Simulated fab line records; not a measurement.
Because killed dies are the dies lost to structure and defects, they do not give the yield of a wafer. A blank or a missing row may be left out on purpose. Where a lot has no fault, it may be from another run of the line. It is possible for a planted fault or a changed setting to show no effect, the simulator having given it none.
A lot that was struck, set against a sound lot	flow n5 finfet	17 steps out of a route of 1938
Sound: these wafers, L419.1, L419.3, L419.4. Struck: wafer L411.3 (L411.1, L411.5, from the same lot, were not struck and are left out); the cause is given at the end.
At each step with rows: each side's tool, then ch and its chambers, then its first start. Under that, the readings that differ: sound wafers	struck wafers	difference of the means	sigmas: that difference in standard deviations of wafers without a fault.
alike: same words and numbers on both sides, and readings whose means sit less than 2 such deviations apart. not compared: any withheld reading, any reading some wafer has no value for, any bound like >300 that may hide the same value, and any number with overlapping values for which the record gives no deviation.
The two part at a step that has a row with sigmas, a row that says differs or no value, or rows on one side only. Numbers that have no deviation but don't overlap get no sigmas and don't part them. A reading missing from all wafers of one side parts the sides only when that side holds two or more wafers.

N5_SD_EPI_N_INSPECT_26: inspects for defects (darkfield).
  sound on defect inspect-01 at day 8 09:53; struck on defect inspect-02 at day 6 12:07
  alike: raw defect count
then, 8 steps without rows for these wafers: N5_SD_EPI_P_COAT_34 (time 60 s, resist thk 350 nm); N5_SD_EPI_P_COAT_35 (time 60 s, resist thk 35 nm); N5_SD_EPI_P_COAT_03 (resist thk 150 nm); N5_SD_EPI_P_EBR_05; N5_SD_EPI_P_SOFTBAKE_04 (time 60 s); N5_SD_EPI_P_EXPOSE_06 (exposes mask SD P BLK, target cd 240 nm); N5_SD_EPI_P_PEB_07 (peb time 60 s); N5_SD_EPI_P_DEVELOP_08 (develop time 30 s).
N5_SD_EPI_P_CD_MEAS_09 targets a cd of 240 nm.
  sound on cd sem-02 ch 0, day 8 10:17; struck on cd sem-03 ch 0, day 6 12:24
  alike: cd nm
N5_SD_EPI_P_OVL_MEAS_10:
  sound on overlay-01 ch 0, day 8 10:19; struck on overlay-01 ch 0, day 6 12:26
  alike: SD_P_BLK_OVL
N5_SD_EPI_P_INSPECT_11: inspects for defects (macro).
  sound on defect inspect-01 at day 8 10:21; struck on defect inspect-01 at day 6 12:27
  alike: raw defect count
N5_SD_EPI_P_DESCUM_14: chemistry O2, time 7.9 s.
  sound on rie diel-05 ch 0,2,3, day 8 10:23; struck on rie diel-06 ch 1, day 6 12:29
reading	sound	struck	difference	sigmas
oes product au (a.u.)	0.69 0.76 0.68	0.98	+0.27	+4
rf hours counter h (h)	240 143 249	1	-210	
model.CAR-ArF-block_of_SD_EPI_P_COAT_03.thk nm (nm)	142.2 143 142.8	144	+1	
  alike: drypump motor current A, rf vpp V, showerhead plenum p Torr, throttle valve pct
N5_SD_EPI_P_ETCH_36: etches SiARC in CF4, target depth 45.5 nm, time 75.8 s.
  sound on rie diel-05 ch 0,2,3, day 8 10:25; struck on rie diel-06 ch 1, day 6 12:31
reading	sound	struck	difference	sigmas
oes product au (a.u.)	0.59 0.65 0.58	0.85	+0.24	+4
rf hours counter h (h)	240 143 249	1	-210	
model.CAR-ArF-block_of_SD_EPI_P_COAT_03.thk nm (nm)	109.8 110.4 110.4	111.4	+1.2	
  alike: bias w, drypump motor current A, etch rf on time s, rf vpp V, showerhead plenum p Torr, throttle valve pct
N5_SD_EPI_P_ETCH_37: etches SOC in N2/H2, overetch 108 nm, time 486 s.
  sound on rie diel-05 ch 0,2,3, day 8 10:28; struck on rie diel-06 ch 1, day 6 12:34
reading	sound	struck	difference	sigmas
oes product au (a.u.)	0.62 0.68 0.62	0.87	+0.23	+4
rf hours counter h (h)	240 143 249	1	-210	
  alike: bias w, drypump motor current A, rf vpp V, showerhead plenum p Torr, throttle valve pct
-- record jumps: 7 days separate the struck wafers' starts on either side; left off in module SD_EPI_P, taken up again in module BEOL_M4, whose first shown step is the route's number 1111 --
N5_BEOL_M4_RC_MEAS_101:
  sound on prober-01 ch 0, day 16 02:31; struck on prober-02 ch 0, day 13 18:40
  alike: DIBL_N, DIBL_P, IOFF_N, IOFF_P, ION_N, ION_P, SS_N, SS_P, VT_N, VT_P
then, 1 step without rows for these wafers: N5_PASSIVATION_PROBE_49.

## WHERE THEY PART
Last at N5_SD_EPI_P_ETCH_37 as far as this record goes, first at N5_SD_EPI_P_DESCUM_14. Later steps at which nothing parts them and some readings are alike: N5_BEOL_M4_RC_MEAS_101.

WHY: whatever the simulator had introduced
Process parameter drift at N5_SD_EPI_P_DESCUM_14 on rie diel-06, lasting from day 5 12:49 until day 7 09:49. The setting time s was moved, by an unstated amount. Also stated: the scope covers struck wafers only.
